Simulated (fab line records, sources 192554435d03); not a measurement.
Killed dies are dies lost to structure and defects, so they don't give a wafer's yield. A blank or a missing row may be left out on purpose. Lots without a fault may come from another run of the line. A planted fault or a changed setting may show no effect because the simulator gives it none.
Which tool did it? | flow n5_finfet | 8 lots, 24 wafers sampled, at 2 steps of a route of 1938

WHAT THE GAUGES READ, wafer by wafer
N5_BEOL_M4_CD_MEAS_28: target cd 26.2 nm, target cd y 24.1 nm.
lot  | measured     | on        | cd_nm (nm)
L483 | day 8 02:45  | cd_sem-01 | 25.89 26.36 25.96
L484 | day 8 03:54  | cd_sem-03 | 26.40 26.39 26.33
L487 | day 9 06:38  | cd_sem-01 | 26.03 26.38 25.99
L490 | day 9 15:56  | cd_sem-01 | 26.46 26.47 26.17
L491 | day 9 21:59  | cd_sem-01 | 26.02 26.55 25.82
L495 | day 11 17:33 | cd_sem-03 | 26.22 25.99 26.53
L499 | day 12 05:30 | cd_sem-03 | 26.19 15.44 26.12
L504 | day 14 02:13 | cd_sem-01 | 26.04 26.11 25.77

WHICH TOOL RAN EACH LOT (tool, then ch and the chambers of the sampled wafers, then the start)
lot  | N5_BEOL_M4_EXPOSE_25
L483 | euv_scanner-02 ch 0, day 8 02:36
L484 | euv_scanner-02 ch 0, day 8 03:46
L487 | euv_scanner-01 ch 0, day 9 06:29
L490 | euv_scanner-01 ch 0, day 9 15:47
L491 | euv_scanner-01 ch 0, day 9 21:52
L495 | euv_scanner-01 ch 0, day 11 17:24
L499 | euv_scanner-01 ch 0, day 12 05:22
L504 | euv_scanner-02 ch 0, day 14 02:04
- N5_BEOL_M4_EXPOSE_25: exposes mask V3, defocus 5 nm.

THE ANSWER, worked out from the rows above alone
Rule: what is usual is taken from the lots themselves. Put in order of their means at a reading, lots are off if they are a third of the lots or fewer, leave a main group of 4 or more, and stand apart from it by a gap of 3 or more times the standard deviation of the main group's means; of several such gaps the widest counts. A main group whose means are all the same, to the digits that the tables above print for the reading, isn't used. A lot without any number at a reading at which 4 lots or more have one is off too. The other lots that the step has rows for count as sound.
Off: L499, at N5_BEOL_M4_CD_MEAS_28 (cd_nm). The main group: mean 26.18 nm, standard deviation 0.14.
A tool fits if, at a process step before that reading, it ran every lot that is off, and no sound lot after the first of them. The gauges at N5_BEOL_M4_CD_MEAS_28 are tried like those tools. Can't be told from this: 2 tools fit, euv_scanner-01 at N5_BEOL_M4_EXPOSE_25, cd_sem-03 at N5_BEOL_M4_CD_MEAS_28.

WHAT THE SIMULATOR HAD PUT IN
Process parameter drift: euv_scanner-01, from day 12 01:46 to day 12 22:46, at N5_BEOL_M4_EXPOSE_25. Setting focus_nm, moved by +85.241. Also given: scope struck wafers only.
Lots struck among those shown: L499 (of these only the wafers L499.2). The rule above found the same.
